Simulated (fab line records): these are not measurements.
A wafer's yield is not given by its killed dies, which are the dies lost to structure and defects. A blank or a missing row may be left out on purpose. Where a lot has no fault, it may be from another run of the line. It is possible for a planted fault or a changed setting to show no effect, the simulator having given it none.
Chamber matching | flow n5Finfet | rieDiel-04 running N5_BEOL_M5_STRIP_19: 4 sister chambers
The step strips in O2. 4 wafers are shown with their chamber, then 7 later ones without.

WAFERS PAIRED WITH THEIR CHAMBERS
wafer  | chamber | showerheadPlenumPTorr (Torr)
L081.1 | 3       | 2.23
L084.6 | 2       | 2.18
L085.3 | 0       | 2.16
L085.4 | 1       | 2.03

WAFERS WITHOUT THEIR CHAMBER
wafer  | showerheadPlenumPTorr (Torr)
L085.5 | 2.03
L091.2 | 2.03
L091.3 | 2.16
L091.6 | 2.17
L092.1 | 2.16
L092.3 | 2.22
L092.4 | 2.02

WHICH CHAMBER EACH WENT THROUGH
wafer  | from the rows above     | in truth
L085.5 | 1                       | 1
L091.2 | 1                       | 1
L091.3 | 0                       | 0
L091.6 | can't be placed: 0 or 2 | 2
L092.1 | 0                       | 0
L092.3 | 3                       | 3
L092.4 | 1                       | 1
Correct placement for 6 of the 7. These rows do not allow placing 1 (true chamber among the candidates in 1). Number placed wrongly: 0.
How it was worked out, from the rows above alone: a wafer's distance from a chamber is the root of the sum, over the readings, of the square of ((its reading less the chamber's mean) divided by the reading's scatter). The wafer belongs to the nearest chamber; if the next one is less than 2 further off, it can't be placed. A chamber's mean is the mean of its shown wafers. The scatter: root of mean squared gap, hidden wafer to nearest shown wafer, with one shown wafer a chamber.
